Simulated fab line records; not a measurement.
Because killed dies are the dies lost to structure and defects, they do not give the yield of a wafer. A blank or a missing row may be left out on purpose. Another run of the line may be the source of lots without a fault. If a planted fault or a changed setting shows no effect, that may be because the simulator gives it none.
A struck lot beside a sound one -- flow nand_harc -- 15 steps out of a route of 1159
Sound: wafers L461.3, L461.4, L461.6. Struck: wafer L451.3. (L451.5, L451.6 of the same lot were not struck and are left out.) The cause comes at the end.
Each step with rows lists, per side, the tool, then ch with its chambers, then its first start. Under that, the readings that differ: sound wafers -- struck wafers -- difference of the means -- sigmas: that difference in standard deviations of wafers without a fault.
alike: readings whose means differ by less than 2 such deviations, and words and numbers that are the same on both sides. not compared: withheld readings, readings that some wafer has no value for, bounds like >300 that may hide the same value, and numbers for which the record gives no deviation and whose values overlap.
The two part at a step that has a row with sigmas, a row that says differs or no value, or rows on one side only. Numbers that don't overlap but have no deviation are shown without sigmas and don't part them. A reading missing from all wafers of one side parts the sides only when that side holds two or more wafers.

first, 2 steps without rows for these wafers: NHARC_P_CONTACT_DESCUM_17 (chemistry O2, time 3 s); NHARC_P_CONTACT_ETCH_35 (etches the open film in CF4, target depth 39 nm, time 65 s).
NHARC_P_CONTACT_ETCH_36: etches the open film in N2/H2, target depth 260 nm, time 406.25 s.
  sound: rie_diel-08 ch 1,3; struck: rie_diel-08 ch 1
  alike: drypump_motor_current_A, mfc_ar_sccm, oes_product_au, rf_vpp_V, showerhead_plenum_p_Torr, throttle_valve_pct
  not compared: rf_hours_counter_h
then, 2 steps without rows for these wafers: NHARC_P_CONTACT_ETCH_18 (etches the open film in C4F8/O2/Ar, target depth 481 nm, time 240.5 s); NHARC_P_CONTACT_STRIP_37 (strips in C4F8/O2/Ar).
NHARC_P_CONTACT_ETCH_31: etches the open film in CH3F/O2, target depth 30 nm, time 85.7 s.
  sound: rie_diel-08 ch 0,2,3; struck: rie_diel-08 ch 1
  alike: drypump_motor_current_A, mfc_ar_sccm, oes_product_au, rf_vpp_V, showerhead_plenum_p_Torr, throttle_valve_pct
  not compared: rf_hours_counter_h
NHARC_P_CONTACT_CD_MEAS_19:
  sound on cd_sem-01 at day 9 11:48; struck on cd_sem-02 at day 7 07:18
reading,sound,struck,difference,sigmas
cd_nm (nm),90.2 89.7 90.7,87.4,-2.8,-3
NHARC_P_CONTACT_STRIP_28: strips in O2.
  sound on rie_diel-06 ch 2,3, day 9 11:53; struck on rie_diel-06 ch 0, day 7 07:25
reading,sound,struck,difference,sigmas
showerhead_plenum_p_Torr (Torr),3.75 3.75 3.52,3.30,-0.37,-2
  alike: drypump_motor_current_A, mfc_ar_sccm, oes_product_au, rf_vpp_V, throttle_valve_pct
  not compared: rf_hours_counter_h
then, 1 step without rows for these wafers: NHARC_P_CONTACT_STRIP_29 (strips in post etch residue remover, time 1200 s).
NHARC_P_CONTACT_DEGAS_38: time 60 s.
  sound on pvd_sputter-01 at day 9 12:36; struck on pvd_sputter-01 at day 7 08:02
  alike: heater_power_w
then, 2 steps without rows for these wafers: NHARC_P_CONTACT_PRE_CLEAN_39 (time 19.5 s); NHARC_P_CONTACT_PVD_32 (deposits Ti, target thk 5 nm, time 17.7 s).
NHARC_P_CONTACT_ALD_22: deposits TiN, target thk 3 nm, pulse time 1 s, ald cycles 150.
  sound on ald_metal-03 ch 1,2,3, day 9 12:52; struck on ald_metal-01 ch 1, day 7 08:22
reading,sound,struck,difference,sigmas
ald_cycles,150 150 150,73,-77,
  alike: heater_power_w, precursor_pulse_height_rel
NHARC_P_CONTACT_CVD_23: deposits W, target thk 200 nm, time 557 s.
  sound: cvd_w-01 ch 0,1; struck: cvd_w-02 ch 0
reading,sound,struck,difference,sigmas
heater_power_w (W),409 464 410,492,+64,+2
  alike: mfc_ar_sccm, throttle_valve_pct
-- the record jumps here: 18 days lie between the struck wafers' starts before and after (it left off in module P_CONTACT and takes up again in module END, whose first step shown is number 1159 of the route) --
NHARC_END_SORT_01:
  only the struck wafers appear in the record here, on prober-02 ch 0 at day 24 21:56; the sound ones have no rows

== WHERE THEY PART ==
Last at NHARC_END_SORT_01 as far as this record goes, first at NHARC_P_CONTACT_CD_MEAS_19.

WHY: what the simulator had put in
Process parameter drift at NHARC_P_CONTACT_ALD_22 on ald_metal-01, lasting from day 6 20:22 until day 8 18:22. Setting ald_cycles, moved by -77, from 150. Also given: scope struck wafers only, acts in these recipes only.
